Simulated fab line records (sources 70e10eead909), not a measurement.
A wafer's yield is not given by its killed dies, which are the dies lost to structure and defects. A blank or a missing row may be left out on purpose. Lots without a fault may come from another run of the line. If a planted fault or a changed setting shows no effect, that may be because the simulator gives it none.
A sampling plan put to the test | flow nandHarc | each of the 21 faults these records tell of, on one fab line, judged from the records of the lots it struck
The line's own looks make up the plan; these are the steps of the route where a gauge or inspection reads the wafer and leaves it unchanged. Where struck wafers have a number at a look and the file lists that look's usual mean and standard deviation on fault-free wafers, the look can be judged. Caught: 4 or more of those standard deviations (sigma) separate the usual mean from the mean of the struck wafers at a look after the fault's first step. On the tool: the same test on the tool's own readings at the fault's steps. Another recipe on the struck wafers, or a record that is blank for them alone, also counts as caught.

## THE FAULTS, as the simulator had put them in
1. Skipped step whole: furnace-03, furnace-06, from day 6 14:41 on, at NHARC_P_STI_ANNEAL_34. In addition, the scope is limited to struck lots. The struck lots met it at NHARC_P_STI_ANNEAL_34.
2. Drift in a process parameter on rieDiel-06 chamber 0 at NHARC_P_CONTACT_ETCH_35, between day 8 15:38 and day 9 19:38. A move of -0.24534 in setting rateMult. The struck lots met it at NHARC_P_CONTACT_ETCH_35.
3. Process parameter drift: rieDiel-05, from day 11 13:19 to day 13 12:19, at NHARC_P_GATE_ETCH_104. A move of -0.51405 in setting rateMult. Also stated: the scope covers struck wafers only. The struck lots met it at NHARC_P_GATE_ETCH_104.
4. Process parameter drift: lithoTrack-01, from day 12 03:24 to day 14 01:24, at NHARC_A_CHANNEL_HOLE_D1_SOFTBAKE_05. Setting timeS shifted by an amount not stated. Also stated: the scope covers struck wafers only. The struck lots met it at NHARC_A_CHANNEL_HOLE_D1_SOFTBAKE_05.
5. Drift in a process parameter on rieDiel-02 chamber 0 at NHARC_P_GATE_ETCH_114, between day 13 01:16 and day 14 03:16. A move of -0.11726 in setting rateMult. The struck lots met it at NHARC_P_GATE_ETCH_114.
6. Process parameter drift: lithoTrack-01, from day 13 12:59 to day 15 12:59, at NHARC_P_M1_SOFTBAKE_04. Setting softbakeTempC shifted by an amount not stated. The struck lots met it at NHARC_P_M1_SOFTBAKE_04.
7. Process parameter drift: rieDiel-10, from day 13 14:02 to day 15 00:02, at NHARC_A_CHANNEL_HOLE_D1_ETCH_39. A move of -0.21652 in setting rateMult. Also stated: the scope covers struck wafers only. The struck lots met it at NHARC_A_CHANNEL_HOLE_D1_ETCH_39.
8. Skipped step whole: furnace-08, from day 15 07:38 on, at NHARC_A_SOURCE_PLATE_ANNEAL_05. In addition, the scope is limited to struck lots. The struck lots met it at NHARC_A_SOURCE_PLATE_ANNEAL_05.
9. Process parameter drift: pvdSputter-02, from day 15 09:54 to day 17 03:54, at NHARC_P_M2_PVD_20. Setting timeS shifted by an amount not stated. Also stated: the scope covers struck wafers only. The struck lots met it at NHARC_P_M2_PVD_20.
10. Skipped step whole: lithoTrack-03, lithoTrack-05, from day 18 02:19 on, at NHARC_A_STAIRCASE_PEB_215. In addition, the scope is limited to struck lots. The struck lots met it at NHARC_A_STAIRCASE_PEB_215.
11. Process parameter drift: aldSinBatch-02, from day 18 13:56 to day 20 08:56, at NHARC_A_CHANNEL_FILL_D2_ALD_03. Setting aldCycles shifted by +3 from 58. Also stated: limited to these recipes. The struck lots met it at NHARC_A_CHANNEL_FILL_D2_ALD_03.
12. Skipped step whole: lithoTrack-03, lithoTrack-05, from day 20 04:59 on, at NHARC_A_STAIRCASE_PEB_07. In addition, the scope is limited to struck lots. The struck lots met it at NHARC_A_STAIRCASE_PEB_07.
13. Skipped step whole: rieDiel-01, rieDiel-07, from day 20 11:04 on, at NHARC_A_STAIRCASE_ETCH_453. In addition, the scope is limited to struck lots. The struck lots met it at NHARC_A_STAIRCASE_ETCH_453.
14. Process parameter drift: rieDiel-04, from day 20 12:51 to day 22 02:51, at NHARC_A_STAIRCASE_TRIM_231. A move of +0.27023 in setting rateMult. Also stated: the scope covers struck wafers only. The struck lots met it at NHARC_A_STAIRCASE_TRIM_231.
15. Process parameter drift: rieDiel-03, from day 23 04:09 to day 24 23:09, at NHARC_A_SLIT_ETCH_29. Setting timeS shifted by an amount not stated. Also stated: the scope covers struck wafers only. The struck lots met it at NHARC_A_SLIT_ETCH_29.
16. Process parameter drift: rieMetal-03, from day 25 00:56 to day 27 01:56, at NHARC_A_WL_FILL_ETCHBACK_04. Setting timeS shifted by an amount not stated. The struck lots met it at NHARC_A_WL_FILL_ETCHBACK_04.
17. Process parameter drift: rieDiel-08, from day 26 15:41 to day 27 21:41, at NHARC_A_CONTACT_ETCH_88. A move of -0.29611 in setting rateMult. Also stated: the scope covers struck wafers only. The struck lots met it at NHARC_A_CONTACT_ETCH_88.
18. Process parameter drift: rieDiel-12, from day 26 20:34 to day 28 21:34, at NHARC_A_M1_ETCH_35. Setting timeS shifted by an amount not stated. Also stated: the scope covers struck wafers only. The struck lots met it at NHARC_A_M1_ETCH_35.
19. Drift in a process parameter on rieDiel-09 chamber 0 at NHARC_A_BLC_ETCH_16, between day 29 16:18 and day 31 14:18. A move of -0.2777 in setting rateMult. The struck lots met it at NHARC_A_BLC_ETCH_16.
20. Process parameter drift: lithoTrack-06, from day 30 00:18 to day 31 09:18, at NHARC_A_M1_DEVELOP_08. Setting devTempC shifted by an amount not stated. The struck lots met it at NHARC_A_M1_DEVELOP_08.
21. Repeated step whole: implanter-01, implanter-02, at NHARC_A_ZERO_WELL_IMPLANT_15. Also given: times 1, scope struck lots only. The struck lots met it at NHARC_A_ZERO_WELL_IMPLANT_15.

## WHAT THE PLAN SAW
fault | on the tool itself                               | first look that catches it                      | reading, sigma     | median hours from its first step to that look | hours from the fault's start to the first struck lot there | judged looks passed uncaught
1     | the tool's record is blank for the struck wafers | no look after it can be judged                  | -                  | -                                             | -                                                          | 0
2     | oesProductAu -13 sigma                           | not the one look that can be judged after it    | -                  | -                                             | -                                                          | 1
3     | oesProductAu -13 sigma                           | no look after it can be judged                  | -                  | -                                             | -                                                          | 0
4     | heaterPowerTotalW +46 sigma                      | no look after it can be judged                  | -                  | -                                             | -                                                          | 0
5     | oesProductAu -7.8 sigma                          | no look after it can be judged                  | -                  | -                                             | -                                                          | 0
6     | heaterPowerTotalW +32 sigma                      | none of the 2 looks that can be judged after it | -                  | -                                             | -                                                          | 2
7     | oesProductAu -12 sigma                           | not the one look that can be judged after it    | -                  | -                                             | -                                                          | 1
8     | the tool's record is blank for the struck wafers | no look after it can be judged                  | -                  | -                                             | -                                                          | 0
9     | under 2 sigma                                    | no look after it can be judged                  | -                  | -                                             | -                                                          | 0
10    | the tool's record is blank for the struck wafers | no look after it can be judged                  | -                  | -                                             | -                                                          | 0
11    | under 2 sigma                                    | not the one look that can be judged after it    | -                  | -                                             | -                                                          | 1
12    | the tool's record is blank for the struck wafers | no look after it can be judged                  | -                  | -                                             | -                                                          | 0
13    | the tool's record is blank for the struck wafers | not the one look that can be judged after it    | -                  | -                                             | -                                                          | 1
14    | oesProductAu +14 sigma                           | NHARC_END_SORT_01                               | killedAtArray +6.6 | 191.0                                         | 198                                                        | 0
15    | runLengthS -19 sigma                             | not the one look that can be judged after it    | -                  | -                                             | -                                                          | 1
16    | runLengthS -41 sigma                             | no look after it can be judged                  | -                  | -                                             | -                                                          | 0
17    | oesProductAu -18 sigma                           | NHARC_END_SORT_01                               | killedAtArray +24  | 55.3                                          | 51                                                         | 0
18    | runLengthS -26 sigma                             | not the one look that can be judged after it    | -                  | -                                             | -                                                          | 1
19    | oesProductAu -19 sigma                           | NHARC_END_SORT_01                               | killedAtArray +12  | 54.8                                          | 72                                                         | 0
20    | developerTempC -7.8 sigma                        | not the one look that can be judged after it    | -                  | -                                             | -                                                          | 1
21    | under 2 sigma                                    | not the one look that can be judged after it    | -                  | -                                             | -                                                          | 1
A dash: the fault isn't caught, or these records don't give the number.

Caught at a look: 3 of 21. Caught on the tool: 18 of 21. By one or the other: 18 of 21.
Caught on the tool alone: faults 1, 2, 3, 4, 5, 6, 7, 8, 10, 12, 13, 15, 16, 18, 20.
Caught by neither: faults 9, 11, 21.

## THINNER SAMPLING
In the worst case, this is how late the first struck lot would be measured if the look that catches a fault measured only every second or every third lot, by lot number:
fault | struck lots at that look, in order of time | every lot | every second lot | every third lot
14    | L305                                       | 198 h     | may miss it      | may miss it
17    | L818, L820                                 | 51 h      | may miss all 2   | may miss all 2
19    | L834, L836                                 | 72 h      | may miss all 2   | may miss all 2
Hours are from the fault's start to the first struck lot that is measured. The limit of 4 sigma was tested on all struck wafers together, so one lot alone may lie under it. Other struck lots may not be in these records.

## THE LONGEST TIMED WAY FROM STEP TO LOOK
Fault 14: the median time between NHARC_A_STAIRCASE_TRIM_231 and NHARC_END_SORT_01 is 191.0 hours. No look between them can be judged.
